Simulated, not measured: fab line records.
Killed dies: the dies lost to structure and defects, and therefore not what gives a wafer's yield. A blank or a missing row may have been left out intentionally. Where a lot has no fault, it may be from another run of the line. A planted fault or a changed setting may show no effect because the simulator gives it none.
Split-lot experiment :: flow n5-finfet :: on a route of 1938 steps: 7 lots, 39 wafers read

## THE SPLIT ITSELF
At N5_MOL_CONTACT_COAG_ETCH_105 (etches SiARC in CF4, target depth 15.6 nm, time 26 s), the setting bias-w was moved away from the recipe's 36 W on 12 of the 39 wafers read, by -16.7% to +9.0%. The other wafers ran this setting at the recipe's value.

The reading comes from the split's own step.

## THE READING
rf-vpp-V, in V, at N5_MOL_CONTACT_COAG_ETCH_105 (etches SiARC in CF4, target depth 15.6 nm, time 26 s). Typical for fault-free wafers on this fab line: 184.2 V, with standard deviation 1 V.

wafer: L075.1
tool, chamber at the split: rie-diel-05, 0
bias-w as run, W: 38.99
against the recipe: +8.3%
rf-vpp-V, V: 192.8
against lot-mates on the recipe: +9.0

wafer: L075.2
tool, chamber at the split: rie-diel-05, 1
bias-w as run, W: 38.99
against the recipe: +8.3%
rf-vpp-V, V: 192.3
against lot-mates on the recipe: +8.5

wafer: L075.3
tool, chamber at the split: rie-diel-05, 2
bias-w as run, W: 36
against the recipe: recipe
rf-vpp-V, V: 185.2
against lot-mates on the recipe: -

wafer: L075.4
tool, chamber at the split: rie-diel-05, 3
bias-w as run, W: 38.99
against the recipe: +8.3%
rf-vpp-V, V: 195.2
against lot-mates on the recipe: +11.4

wafer: L075.5
tool, chamber at the split: rie-diel-05, 1
bias-w as run, W: 36
against the recipe: recipe
rf-vpp-V, V: 182.4
against lot-mates on the recipe: -

wafer: L075.6
tool, chamber at the split: rie-diel-05, 0
bias-w as run, W: 36
against the recipe: recipe
rf-vpp-V, V: 183.8
against lot-mates on the recipe: -

wafer: L079.1
tool, chamber at the split: rie-diel-05, 3
bias-w as run, W: 29.98
against the recipe: -16.7%
rf-vpp-V, V: 164.2
against lot-mates on the recipe: -18.9

wafer: L079.2
tool, chamber at the split: rie-diel-05, 2
bias-w as run, W: 29.98
against the recipe: -16.7%
rf-vpp-V, V: 164.0
against lot-mates on the recipe: -19.1

wafer: L079.3
tool, chamber at the split: rie-diel-05, 1
bias-w as run, W: 36
against the recipe: recipe
rf-vpp-V, V: 183.4
against lot-mates on the recipe: -

wafer: L079.4
tool, chamber at the split: rie-diel-05, 0
bias-w as run, W: 36
against the recipe: recipe
rf-vpp-V, V: 182.1
against lot-mates on the recipe: -

wafer: L079.5
tool, chamber at the split: rie-diel-05, 2
bias-w as run, W: 29.98
against the recipe: -16.7%
rf-vpp-V, V: 162.0
against lot-mates on the recipe: -21.1

wafer: L079.6
tool, chamber at the split: rie-diel-05, 1
bias-w as run, W: 36
against the recipe: recipe
rf-vpp-V, V: 183.7
against lot-mates on the recipe: -

wafer: L081.2
tool, chamber at the split: rie-diel-02, 2
bias-w as run, W: 36
against the recipe: recipe
rf-vpp-V, V: 183.6
against lot-mates on the recipe: -

wafer: L081.4
tool, chamber at the split: rie-diel-02, 0
bias-w as run, W: 36
against the recipe: recipe
rf-vpp-V, V: 184.6
against lot-mates on the recipe: -

wafer: L081.6
tool, chamber at the split: rie-diel-02, 3
bias-w as run, W: 36
against the recipe: recipe
rf-vpp-V, V: 184.3
against lot-mates on the recipe: -

wafer: L086.1
tool, chamber at the split: rie-diel-04, 2
bias-w as run, W: 36
against the recipe: recipe
rf-vpp-V, V: 181.5
against lot-mates on the recipe: -

wafer: L086.2
tool, chamber at the split: rie-diel-04, 1
bias-w as run, W: 33.99
against the recipe: -5.6%
rf-vpp-V, V: 178.2
against lot-mates on the recipe: -5.2

wafer: L086.3
tool, chamber at the split: rie-diel-04, 3
bias-w as run, W: 33.99
against the recipe: -5.6%
rf-vpp-V, V: 178.1
against lot-mates on the recipe: -5.3

wafer: L086.4
tool, chamber at the split: rie-diel-04, 0
bias-w as run, W: 36
against the recipe: recipe
rf-vpp-V, V: 183.9
against lot-mates on the recipe: -

wafer: L086.5
tool, chamber at the split: rie-diel-04, 1
bias-w as run, W: 33.99
against the recipe: -5.6%
rf-vpp-V, V: 177.4
against lot-mates on the recipe: -6.0

wafer: L086.6
tool, chamber at the split: rie-diel-04, 0
bias-w as run, W: 36
against the recipe: recipe
rf-vpp-V, V: 184.9
against lot-mates on the recipe: -

wafer: L089.1
tool, chamber at the split: rie-diel-04, 2
bias-w as run, W: 36
against the recipe: recipe
rf-vpp-V, V: 184.3
against lot-mates on the recipe: -

wafer: L089.2
tool, chamber at the split: rie-diel-04, 3
bias-w as run, W: 36
against the recipe: recipe
rf-vpp-V, V: 185.3
against lot-mates on the recipe: -

wafer: L089.3
tool, chamber at the split: rie-diel-04, 1
bias-w as run, W: 39.23
against the recipe: +9.0%
rf-vpp-V, V: 194.7
against lot-mates on the recipe: +10.3

wafer: L089.4
tool, chamber at the split: rie-diel-04, 0
bias-w as run, W: 39.23
against the recipe: +9.0%
rf-vpp-V, V: 193.8
against lot-mates on the recipe: +9.4

wafer: L089.5
tool, chamber at the split: rie-diel-04, 3
bias-w as run, W: 39.23
against the recipe: +9.0%
rf-vpp-V, V: 195.9
against lot-mates on the recipe: +11.5

wafer: L089.6
tool, chamber at the split: rie-diel-04, 0
bias-w as run, W: 36
against the recipe: recipe
rf-vpp-V, V: 183.7
against lot-mates on the recipe: -

wafer: L090.1
tool, chamber at the split: rie-diel-02, 0
bias-w as run, W: 36
against the recipe: recipe
rf-vpp-V, V: 183.7
against lot-mates on the recipe: -

wafer: L090.2
tool, chamber at the split: rie-diel-02, 1
bias-w as run, W: 36
against the recipe: recipe
rf-vpp-V, V: 184.6
against lot-mates on the recipe: -

wafer: L090.3
tool, chamber at the split: rie-diel-02, 3
bias-w as run, W: 36
against the recipe: recipe
rf-vpp-V, V: 184.7
against lot-mates on the recipe: -

wafer: L090.4
tool, chamber at the split: rie-diel-02, 2
bias-w as run, W: 36
against the recipe: recipe
rf-vpp-V, V: 183.6
against lot-mates on the recipe: -

wafer: L090.5
tool, chamber at the split: rie-diel-02, 0
bias-w as run, W: 36
against the recipe: recipe
rf-vpp-V, V: 183.2
against lot-mates on the recipe: -

wafer: L090.6
tool, chamber at the split: rie-diel-02, 1
bias-w as run, W: 36
against the recipe: recipe
rf-vpp-V, V: 183.0
against lot-mates on the recipe: -

wafer: L092.1
tool, chamber at the split: rie-diel-05, 1
bias-w as run, W: 36
against the recipe: recipe
rf-vpp-V, V: 183.0
against lot-mates on the recipe: -

wafer: L092.2
tool, chamber at the split: rie-diel-05, 3
bias-w as run, W: 36
against the recipe: recipe
rf-vpp-V, V: 184.5
against lot-mates on the recipe: -

wafer: L092.3
tool, chamber at the split: rie-diel-05, 2
bias-w as run, W: 36
against the recipe: recipe
rf-vpp-V, V: 183.4
against lot-mates on the recipe: -

wafer: L092.4
tool, chamber at the split: rie-diel-05, 0
bias-w as run, W: 36
against the recipe: recipe
rf-vpp-V, V: 182.1
against lot-mates on the recipe: -

wafer: L092.5
tool, chamber at the split: rie-diel-05, 2
bias-w as run, W: 36
against the recipe: recipe
rf-vpp-V, V: 184.4
against lot-mates on the recipe: -

wafer: L092.6
tool, chamber at the split: rie-diel-05, 1
bias-w as run, W: 36
against the recipe: recipe
rf-vpp-V, V: 183.4
against lot-mates on the recipe: -

FIT RESULTS
A straight line over all 39 wafers: rf-vpp-V changes by +1.2 V for each +1% of bias-w; r = +0.99; the points scatter about the line by 1 V.
The same after taking each lot's own level away (the mean of its wafers on the recipe; 39 wafers): +1.16 V for each +1%; r = +0.99; scatter 0.94 V.
According to that fit, moving bias-w by its largest amount changes the reading by 19 V.
From 183.07 to 184.43 V: that is the span of the lots' own levels, equal to 1.4 times the standard deviation above.
So the lot-to-lot level changes the slope little: the two slopes agree.
Check: with one of the wafers moved furthest among these (-16.7%) left out of the fit, the line predicts -19.4 V for it against its lot-mates. It came out at -18.9 V against them.
Tool readings at the split's step, against how far the setting was moved: etch-rf-on-time-s r = -0.95; rf-vpp-V r = +0.99.

## THESE WAFERS: OTHER SPLITS
Note: prior to the reading, these wafers also went through further splits. Each is held against what the fit with the lots' levels taken away leaves over:
other split on the same wafers: N5_WELL_APT_EPI_41 target-thk-a
wafers away from the commonest value: 18
r with rf-vpp-V (lot level and that fit taken away): -0.03

other split on the same wafers: N5_DUMMY_GATE_ETCH_32 time-s
wafers away from the commonest value: 12
r with rf-vpp-V (lot level and that fit taken away): +0.22

other split on the same wafers: N5_SD_EPI_N_EXPOSE_06 dose-mj
wafers away from the commonest value: 18
r with rf-vpp-V (lot level and that fit taken away): -0.12

other split on the same wafers: N5_GATE_CUT_ETCH_56 icp-w
wafers away from the commonest value: 12
r with rf-vpp-V (lot level and that fit taken away): +0.06

## THE WHOLE CHAIN: every reading that the file lists as answering this split, in the file's order
step: N5_MOL_CONTACT_COAG_ETCH_105
what it does: etches SiARC in CF4, target depth 15.6 nm, time 26 s
reading: etch-rf-on-time-s
change (the file's fit): withheld for each +1% of the setting
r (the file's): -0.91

step: N5_MOL_CONTACT_COAG_ETCH_105
what it does: etches SiARC in CF4, target depth 15.6 nm, time 26 s
reading: rf-vpp-V
change (the file's fit): +1.16 V for each +1% of the setting
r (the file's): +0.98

## FILE'S OWN FIT
rf-vpp-V changes by +1.16 V for each +1% of bias-w, r = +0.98.
